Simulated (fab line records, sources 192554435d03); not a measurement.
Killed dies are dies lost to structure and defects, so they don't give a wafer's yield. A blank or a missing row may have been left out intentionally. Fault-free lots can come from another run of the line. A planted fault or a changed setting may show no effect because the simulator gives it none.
What tool caused it? -- flow n5Finfet -- 10 lots (30 wafers sampled), 1 step of a 1938-step route

## WHAT THE GAUGES SHOWED, per wafer
N5_MIM_TOP_LITHO_CD_MEAS_08 targets a cd of 2000 nm.
lot,measured,on,cdNm (nm)
L961,day 11 13:53,cdSem-02,2000.0 2000.7 1999.1
L962,day 11 14:56,cdSem-03,1999.1 2001.1 1999.2
L963,day 11 18:28,cdSem-03,2001.1 2000.2 2001.2
L967,day 13 08:07,cdSem-01,1999.4 2000.0 1998.1
L970,day 14 09:58,cdSem-02,1998.9 2001.2 2000.6
L971,day 14 13:25,cdSem-01,1999.5 1998.8 1999.9
L972,day 14 14:44,cdSem-02,1999.4 1998.6 1999.9
L979,day 15 21:31,cdSem-03,2000.8 2000.2 2000.3
L977,day 16 03:56,cdSem-01,2000.9 1999.5 1999.7
L982,day 17 11:27,cdSem-02,2001.0 2001.7 1999.9

## EACH LOT AND THE TOOL THAT RAN IT (in order: tool; ch and the chambers of the sampled wafers; start)
Record: no process step prior to these readings.

## THE ANSWER, worked out from the rows above alone
Rule: the lots themselves supply what counts as usual. The widest of any qualifying gaps counts: lots, ordered by their means at a reading, are off when they make up no more than a third of the lots, leave a main group of 4 or more, and stand apart from it by 3 or more times the standard deviation of that group's means. Not used: any main group whose means are identical at the precision the tables above print for the reading. Also off: a lot with no number at a reading for which 4 or more lots have one. All remaining lots with rows at the step are treated as sound.
No lot is off on any of the readings shown, so nothing can be concluded from this.

## WHAT HAD BEEN PUT IN BY THE SIMULATOR
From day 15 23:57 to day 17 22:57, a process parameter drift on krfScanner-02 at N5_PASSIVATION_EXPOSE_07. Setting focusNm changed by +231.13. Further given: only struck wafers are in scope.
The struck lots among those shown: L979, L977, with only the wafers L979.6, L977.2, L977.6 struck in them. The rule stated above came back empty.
